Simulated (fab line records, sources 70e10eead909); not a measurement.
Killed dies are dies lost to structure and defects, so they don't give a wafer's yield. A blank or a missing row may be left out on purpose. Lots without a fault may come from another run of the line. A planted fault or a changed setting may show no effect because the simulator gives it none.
Chamber matching | flow nand_harc | NHARC_A_STAIRCASE_DEP_325 on pecvd-02: 3 sister chambers
The step deposits SiO2, target thk 7200 nm. 6 wafers are shown with their chamber, then 9 later ones without.

WAFERS WITH THEIR CHAMBER
wafer  | chamber | heater_power_outer_w (W) | heater_power_w (W)
L087.3 | 0       | 379                      | 652
L089.4 | 2       | 381                      | 607
L089.5 | 1       | 294                      | 541
L088.1 | 2       | 463                      | 738
L088.2 | 1       | 355                      | 636
L088.3 | 0       | 308                      | 579

WAFERS WITHOUT THEIR CHAMBER
wafer  | heater_power_outer_w (W) | heater_power_w (W)
L095.3 | 390                      | 657
L095.4 | 377                      | 610
L095.5 | 294                      | 564
L096.1 | 399                      | 667
L096.4 | 294                      | 554
L096.5 | 288                      | 568
L097.1 | 378                      | 645
L097.2 | 332                      | 612
L097.3 | 433                      | 654

WHICH CHAMBER EACH WENT THROUGH
wafer  | from the rows above          | in truth
L095.3 | can't be placed: 2 or 0 or 1 | 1
L095.4 | can't be placed: 0 or 1 or 2 | 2
L095.5 | can't be placed: 1 or 0      | 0
L096.1 | can't be placed: 2 or 0 or 1 | 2
L096.4 | can't be placed: 1 or 0      | 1
L096.5 | can't be placed: 1 or 0      | 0
L097.1 | can't be placed: 0 or 2 or 1 | 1
L097.2 | can't be placed: 0 or 1 or 2 | 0
L097.3 | can't be placed: 2 or 0 or 1 | 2
Placed correctly: 0 of 9. Can't be placed from these rows: 9 (the true chamber is among the candidates in 9). Placed wrongly: 0.
How it was worked out, from the rows above alone: a wafer's distance from a chamber is the root of the sum, over the readings, of the square of ((its reading less the chamber's mean) divided by the reading's scatter). The wafer belongs to the nearest chamber; if the next one is less than 2 further off, it can't be placed. A chamber's mean is the mean of its shown wafers. The scatter: the root of (the sum of the squares of (reading less its chamber's mean) over the shown wafers, divided by (wafers less chambers)).
